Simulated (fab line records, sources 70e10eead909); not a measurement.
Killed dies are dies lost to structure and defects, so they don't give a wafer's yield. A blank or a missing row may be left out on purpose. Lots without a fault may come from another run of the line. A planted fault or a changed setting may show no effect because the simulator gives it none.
Chamber matching | flow nand_harc | NHARC_A_STAIRCASE_TRIM_187 on rie_diel-02: 4 sister chambers
The step chemistry O2, time 211.2 s. 4 wafers are shown with their chamber, then 7 later ones without.

WAFERS WITH THEIR CHAMBER
wafer  | chamber | showerhead_plenum_p_Torr (Torr)
L609.4 | 1       | 3.62
L616.3 | 2       | 3.56
L616.6 | 3       | 3.81
L617.5 | 0       | 3.77

WAFERS WITHOUT THEIR CHAMBER
wafer  | showerhead_plenum_p_Torr (Torr)
L617.6 | 3.61
L618.2 | 3.55
L618.3 | 3.77
L618.5 | 3.55
L619.1 | 3.55
L619.2 | 3.76
L619.4 | 3.61

WHICH CHAMBER EACH WENT THROUGH
wafer  | from the rows above | in truth
L617.6 | 1                   | 1
L618.2 | 2                   | 2
L618.3 | 0                   | 0
L618.5 | 2                   | 2
L619.1 | 2                   | 2
L619.2 | 0                   | 0
L619.4 | 1                   | 1
Placed correctly: 7 of 7. Can't be placed from these rows: 0. Placed wrongly: 0.
How it was worked out, from the rows above alone: a wafer's distance from a chamber is the root of the sum, over the readings, of the square of ((its reading less the chamber's mean) divided by the reading's scatter). The wafer belongs to the nearest chamber; if the next one is less than 2 further off, it can't be placed. A chamber's mean is the mean of its shown wafers. The scatter: with one shown wafer a chamber, the root of the mean of the squares of how far each hidden wafer lies from its nearest shown one.
